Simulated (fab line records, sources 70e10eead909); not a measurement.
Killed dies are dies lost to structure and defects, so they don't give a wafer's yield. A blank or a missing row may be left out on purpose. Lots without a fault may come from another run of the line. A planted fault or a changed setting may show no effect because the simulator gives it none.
Which tool did it? | flow nand_harc | 15 lots, 45 wafers sampled, at 4 steps of a route of 1302

WHAT THE GAUGES READ, wafer by wafer
NHARC_P_ZERO_WELL_CD_MEAS_11: target cd 500 nm. Usual: cd_nm 500.4 nm, standard deviation 2.1.
lot  | measured     | on        | cd_nm (nm)        | flag
L933 | day 1 21:14  | cd_sem-02 | 503.3 499.9 499.2 |
L934 | day 2 07:15  | cd_sem-02 | 502.9 502.7 498.4 |
L936 | day 3 03:13  | cd_sem-02 | 568.1 569.8 573.1 | OFF
L938 | day 3 23:14  | cd_sem-02 | 560.1 557.8 558.8 | OFF
L940 | day 4 19:15  | cd_sem-03 | 552.7 555.9 558.8 | OFF
L945 | day 6 21:07  | cd_sem-03 | 504.9 505.2 503.2 |
L946 | day 7 07:06  | cd_sem-01 | 501.8 498.1 500.3 |
L947 | day 7 17:08  | cd_sem-02 | 500.2 496.7 500.6 |
L948 | day 8 03:07  | cd_sem-02 | 502.0 500.2 501.5 |
L949 | day 8 13:14  | cd_sem-01 | 500.4 496.6 498.8 |
L950 | day 8 23:28  | cd_sem-02 | 499.1 503.1 501.2 |
L951 | day 9 09:15  | cd_sem-02 | 500.5 500.1 502.2 |
L953 | day 10 05:16 | cd_sem-01 | 500.4 501.8 498.1 |
L954 | day 10 15:14 | cd_sem-01 | 503.2 499.5 501.1 |
L956 | day 11 11:19 | cd_sem-03 | 500.1 498.1 498.1 |

NHARC_P_STI_OVL_MEAS_10. Usual: overlay_x_nm -1 nm, standard deviation 5.9; overlay_y_nm 1 nm, standard deviation 5.4.
lot  | measured     | on         | overlay_x_nm (nm) | overlay_y_nm (nm) | flag
L933 | day 2 22:52  | overlay-01 | -3 -3 -3          | 7 8 7             |
L934 | day 3 09:52  | overlay-01 | -8 -9 -8          | 2 1 1             |
L936 | day 3 23:55  | overlay-02 | 10 10 9           | -10 -9 -10        |
L938 | day 4 22:17  | overlay-01 | 7 8 8             | 0 0 0             |
L940 | day 5 20:22  | overlay-01 | -1 -1 0           | -7 -7 -8          |
L945 | day 7 19:28  | overlay-02 | 6 6 6             | 2 2 2             |
L946 | day 8 11:11  | overlay-01 | 0 1 0             | 9 9 9             |
L947 | day 8 11:20  | overlay-02 | 3 3 3             | 3 3 2             |
L948 | day 9 00:37  | overlay-02 | 9 9 9             | 3 4 4             |
L949 | day 9 10:11  | overlay-02 | 4 4 4             | 0 0 0             |
L950 | day 9 21:12  | overlay-02 | -5 -5 -4          | 6 7 7             |
L951 | day 10 07:15 | overlay-02 | -1 0 -1           | 3 3 2             |
L953 | day 11 03:20 | overlay-01 | -2 -3 -2          | 7 7 8             |
L954 | day 11 14:11 | overlay-02 | -7 -7 -8          | 1 0 0             |
L956 | day 12 09:19 | overlay-02 | -1 0 -1           | -1 -1 -1          |

WHICH TOOL RAN EACH LOT (tool, then ch and the chambers of the sampled wafers, then the start)
lot  | NHARC_P_ZERO_WELL_EXPOSE_08       | NHARC_P_ZERO_WELL_RTA_42
L933 | krf_scanner-01 ch 0, day 1 21:05  | rtp_anneal-01 ch 0, day 2 02:46
L934 | krf_scanner-01 ch 0, day 2 07:06  | rtp_anneal-01 ch 0, day 2 14:11
L936 | krf_scanner-01 ch 0, day 3 03:04  | rtp_anneal-01 ch 0, day 3 08:51
L938 | krf_scanner-01 ch 0, day 3 23:05  | rtp_anneal-02 ch 0, day 4 04:54
L940 | krf_scanner-01 ch 0, day 4 19:06  | rtp_anneal-01 ch 0, day 5 05:11
L945 | krf_scanner-02 ch 0, day 6 20:58  | rtp_anneal-01 ch 0, day 7 02:59
L946 | krf_scanner-02 ch 0, day 7 06:57  | rtp_anneal-01 ch 0, day 7 13:38
L947 | krf_scanner-02 ch 0, day 7 16:59  | rtp_anneal-02 ch 0, day 7 22:56
L948 | krf_scanner-02 ch 0, day 8 02:59  | rtp_anneal-01 ch 0, day 8 08:47
L949 | krf_scanner-04 ch 0, day 8 13:05  | rtp_anneal-01 ch 0, day 8 18:40
L950 | krf_scanner-02 ch 0, day 8 23:19  | rtp_anneal-01 ch 0, day 9 05:14
L951 | krf_scanner-04 ch 0, day 9 09:06  | rtp_anneal-01 ch 0, day 9 15:46
L953 | krf_scanner-02 ch 0, day 10 05:07 | rtp_anneal-02 ch 0, day 10 11:11
L954 | krf_scanner-04 ch 0, day 10 15:05 | rtp_anneal-01 ch 0, day 10 22:49
L956 | krf_scanner-02 ch 0, day 11 11:11 | rtp_anneal-02 ch 0, day 11 17:08
- NHARC_P_ZERO_WELL_EXPOSE_08: exposes mask P ZERO, target cd 500 nm.
- NHARC_P_ZERO_WELL_RTA_42: time 300 s.

WHAT THE TOOLS THEMSELVES READ (means of the sampled wafers that have a number; where no wafer has one, the mark that the record gives instead)
NHARC_P_ZERO_WELL_EXPOSE_08. Usual: exposure_dose_mJ_cm2 33.77, standard deviation 0.035; stage_vel_mm_s 500.07 mm/s, standard deviation 0.28.
lot  | tool           | exposure_dose_mJ_cm2 | stage_vel_mm_s (mm/s) | flag
L933 | krf_scanner-01 | 33.84                | 500.25                |
L934 | krf_scanner-01 | 33.78                | 500.06                |
L936 | krf_scanner-01 | 49.47                | 499.96                | OFF
L938 | krf_scanner-01 | 46.34                | 500.07                | OFF
L940 | krf_scanner-01 | 46.15                | 499.95                | OFF
L945 | krf_scanner-02 | 33.74                | 500.01                |
L946 | krf_scanner-02 | 33.74                | 500.29                |
L947 | krf_scanner-02 | 33.74                | 499.60                |
L948 | krf_scanner-02 | 33.74                | 500.23                |
L949 | krf_scanner-04 | 33.79                | 499.58                |
L950 | krf_scanner-02 | 33.75                | 499.89                |
L951 | krf_scanner-04 | 33.78                | 500.42                |
L953 | krf_scanner-02 | 33.69                | 500.46                |
L954 | krf_scanner-04 | 33.75                | 499.82                |
L956 | krf_scanner-02 | 33.73                | 500.25                |

NHARC_P_ZERO_WELL_RTA_42. Usual: lamp_power_pct 35.8 %, standard deviation 1.7; lamp_zone_1_pct 35.8 %, standard deviation 1.7; lamp_zone_3_pct 35.8 %, standard deviation 1.7; lamp_zone_4_pct 35.8 %, standard deviation 1.7; wafer_temp_C_max 1107.3, standard deviation 1.9.
lot  | tool          | lamp_power_pct (%) | lamp_zone_1_pct (%) | lamp_zone_3_pct (%) | lamp_zone_4_pct (%) | wafer_temp_C_max | flag
L933 | rtp_anneal-01 | 37.0               | 37.0                | 37.0                | 37.1                | 1107.8           |
L934 | rtp_anneal-01 | 36.9               | 36.9                | 36.9                | 36.9                | 1106.1           |
L936 | rtp_anneal-01 | 37.0               | 37.0                | 37.0                | 37.0                | 1108.7           |
L938 | rtp_anneal-02 | 33.3               | 33.4                | 33.3                | 33.3                | 1106.1           |
L940 | rtp_anneal-01 | 37.0               | 37.0                | 37.0                | 37.0                | 1108.6           |
L945 | rtp_anneal-01 | 37.0               | 37.1                | 37.1                | 37.0                | 1108.2           |
L946 | rtp_anneal-01 | 37.0               | 36.9                | 37.0                | 37.0                | 1107.9           |
L947 | rtp_anneal-02 | 33.3               | 33.3                | 33.3                | 33.3                | 1104.8           |
L948 | rtp_anneal-01 | 37.0               | 37.0                | 37.0                | 37.0                | 1108.9           |
L949 | rtp_anneal-01 | 37.0               | 37.0                | 37.0                | 37.0                | 1108.8           |
L950 | rtp_anneal-01 | 37.0               | 37.0                | 37.0                | 37.0                | 1108.3           |
L951 | rtp_anneal-01 | 36.9               | 37.0                | 37.0                | 37.0                | 1106.9           |
L953 | rtp_anneal-02 | 33.4               | 33.4                | 33.4                | 33.4                | 1105.1           |
L954 | rtp_anneal-01 | 37.0               | 36.9                | 36.9                | 37.0                | 1107.0           |
L956 | rtp_anneal-02 | 33.4               | 33.3                | 33.4                | 33.3                | 1105.2           |

THE ANSWER, worked out from the rows above alone
Rule: a lot is off if the mean of its wafers that have a number lies more than 3 standard deviations from the usual mean. A lot without any number at a reading at which 4 lots or more have one is off too. The other lots that the step has rows for count as sound. The gauges are gone through in route order, then the tools' own readings, and for those a lot's mean is taken as printed above. The first step at which some lot is off is used, and at that step the reading that is off furthest; a lot without a number counts as furthest.
Off: L936, L938, L940, at NHARC_P_ZERO_WELL_CD_MEAS_11 (cd_nm).
A tool fits if, at a process step before that reading, it ran every lot that is off, and no sound lot after the first of them. The gauges at NHARC_P_ZERO_WELL_CD_MEAS_11 aren't tried: what is off there is off at NHARC_P_ZERO_WELL_EXPOSE_08 too, on other tools, and a gauge's error can't cause that. One fits: krf_scanner-01 at NHARC_P_ZERO_WELL_EXPOSE_08. Its last sound lot is L934 (day 2 07:06), its first lot that is off L936 (day 3 03:04): a fault that began between those two fits.
The tool's own readings at NHARC_P_ZERO_WELL_EXPOSE_08 bear it out: on the lots that are off they differ by more than 5 times the standard deviation of the sound lots' means. exposure_dose_mJ_cm2 reads 47.32 there against 33.76 on the sound lots.

WHAT THE SIMULATOR HAD PUT IN
Process parameter drift: krf_scanner-01, from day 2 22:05 on, at NHARC_P_ZERO_WELL_EXPOSE_08. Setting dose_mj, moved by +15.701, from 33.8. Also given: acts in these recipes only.
Lots struck among those shown: L936, L938, L940. The rule above found the same.
